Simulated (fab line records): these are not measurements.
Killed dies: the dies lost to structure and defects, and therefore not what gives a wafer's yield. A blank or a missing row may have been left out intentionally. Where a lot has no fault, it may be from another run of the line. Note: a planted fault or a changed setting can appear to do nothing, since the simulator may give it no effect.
Chamber matching	flow nand harc	pecvd-01 running NHARC_P_M1_DEP_33: 3 sister chambers
The step deposits SiCN, target thk 30 nm. 3 wafers are shown with their chamber, then 7 later ones without.

WAFERS PAIRED WITH THEIR CHAMBERS
wafer	chamber	heater power w (W)
L165.6	0	472
L169.2	2	486
L169.3	1	672

WAFERS MISSING THEIR CHAMBER
wafer	heater power w (W)
L169.6	686
L172.2	434
L172.3	551
L172.5	568
L176.1	490
L176.4	470
L176.5	574

THE CHAMBER EACH PASSED THROUGH
wafer	from the rows above	in truth
L169.6	1	1
L172.2	can't be placed: 0 or 2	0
L172.3	can't be placed: 2 or 0 or 1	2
L172.5	can't be placed: 2 or 0 or 1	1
L176.1	can't be placed: 2 or 0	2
L176.4	can't be placed: 0 or 2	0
L176.5	can't be placed: 2 or 1 or 0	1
1 of 7 placed correctly. From these rows, 6 cannot be placed; in 6 the true chamber is one of the candidates. Wrongly placed: 0.
How it was worked out, from the rows above alone: a wafer's distance from a chamber is the root of the sum, over the readings, of the square of ((its reading less the chamber's mean) divided by the reading's scatter). The wafer belongs to the nearest chamber; if the next one is less than 2 further off, it can't be placed. For every chamber, the mean is computed from those of its wafers that are shown. The scatter: with one shown wafer a chamber, the root of the mean of the squares of how far each hidden wafer lies from its nearest shown one.
